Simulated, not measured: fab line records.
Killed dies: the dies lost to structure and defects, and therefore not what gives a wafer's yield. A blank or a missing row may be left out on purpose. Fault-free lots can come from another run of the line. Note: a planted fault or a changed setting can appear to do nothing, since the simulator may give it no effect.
A lot that was struck, set against a sound lot :: flow n5_finfet :: 26 steps out of a route of 1938
Sound: the wafers L501.2, L501.3, L501.6. Wafers L497.1, L497.4, L497.5 were the ones struck. The cause comes at the end.
Order at every step that has rows: each side's tool, ch and its chambers, its first start. Under that, the readings that differ: sound wafers :: struck wafers :: difference of the means :: sigmas: that difference in standard deviations of wafers without a fault.
alike: words and numbers the same on both sides, and readings whose means are apart by under 2 such deviations; not compared: readings that were withheld, readings missing a value for some wafer, numbers with overlapping values and no deviation given by the record, and bounds like >300 which may hide the same value.
The two part at a step that has a row with sigmas, a row that says differs or no value, or rows on one side only. Numbers that have no deviation but don't overlap get no sigmas and don't part them. A reading missing from all wafers of one side parts the sides only when that side holds two or more wafers.

first, 9 steps without rows for these wafers: N5_BEOL_M11_COAT_59 (time 60 s, resist thk 100 nm); N5_BEOL_M11_COAT_60 (time 60 s, resist thk 30 nm); N5_BEOL_M11_COAT_05 (resist thk 90 nm); N5_BEOL_M11_EBR_07; N5_BEOL_M11_SOFTBAKE_06 (time 60 s); N5_BEOL_M11_EXPOSE_08 (exposes mask M11); N5_BEOL_M11_PEB_09 (peb time 60 s); N5_BEOL_M11_DEVELOP_10 (develop time 30 s); N5_BEOL_M11_DESCUM_16 (chemistry O2, time 7.9 s).
N5_BEOL_M11_ETCH_61: etches SiARC in CF4, target depth 39 nm, time 65 s.
  sound on rie_diel-05 ch 2,3, day 15 06:12; struck on rie_diel-03 ch 1,2, day 14 06:53
reading: drypump_motor_current_A (A)
sound: 6.2 6.8 6.8
struck: 5.1 5.4 5.1
difference: -1.4
sigmas: -2
  alike: etch_rf_on_time_s, oes_product_au, rf_vpp_V, showerhead_plenum_p_Torr, throttle_valve_pct
  not compared: rf_hours_counter_h
then, 13 steps without rows for these wafers: N5_BEOL_M11_ETCH_62 (etches SOC in N2/H2, target depth 110 nm, overetch 22 nm, time 165 s); N5_BEOL_M11_STRIP_68 (strips in N2/H2); N5_BEOL_M11_STRIP_67 (strips in CF4); N5_BEOL_M11_HM_OPEN_17 (chemistry Cl2/BCl3, target TiN, target depth 20 nm, overetch 6 nm); N5_BEOL_M11_STRIP_19 (strips in O2); N5_BEOL_M11_COAT_63 (time 60 s, resist thk 100 nm); N5_BEOL_M11_COAT_64 (time 60 s, resist thk 30 nm); N5_BEOL_M11_COAT_22 (resist thk 90 nm); N5_BEOL_M11_EBR_24; N5_BEOL_M11_SOFTBAKE_23 (time 60 s); N5_BEOL_M11_EXPOSE_25 (exposes mask V10); N5_BEOL_M11_PEB_26 (peb time 60 s); N5_BEOL_M11_DEVELOP_27 (develop time 30 s).
N5_BEOL_M11_INSPECT_30: inspects for defects (brightfield).
  sound: defect_inspect-02 at day 15 09:47; struck: defect_inspect-01 at day 14 07:46
reading: raw_defect_count
sound: 344 486 550
struck: 1477 1409 1423
difference: +976
sigmas: +10
then, 1 step without rows for these wafers: N5_BEOL_M11_DESCUM_33 (chemistry O2, time 7.9 s).
N5_PASSIVATION_PROBE_49:
  only the struck wafers here have rows in the record (prober-02, day 16 01:47); the sound ones have none

== WHERE THEY PART ==
First at N5_BEOL_M11_ETCH_61; last, within this record, at N5_PASSIVATION_PROBE_49.

WHY: what the simulator had put in
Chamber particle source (rie_diel-03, N5_BEOL_M11_ETCH_61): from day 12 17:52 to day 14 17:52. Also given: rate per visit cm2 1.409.
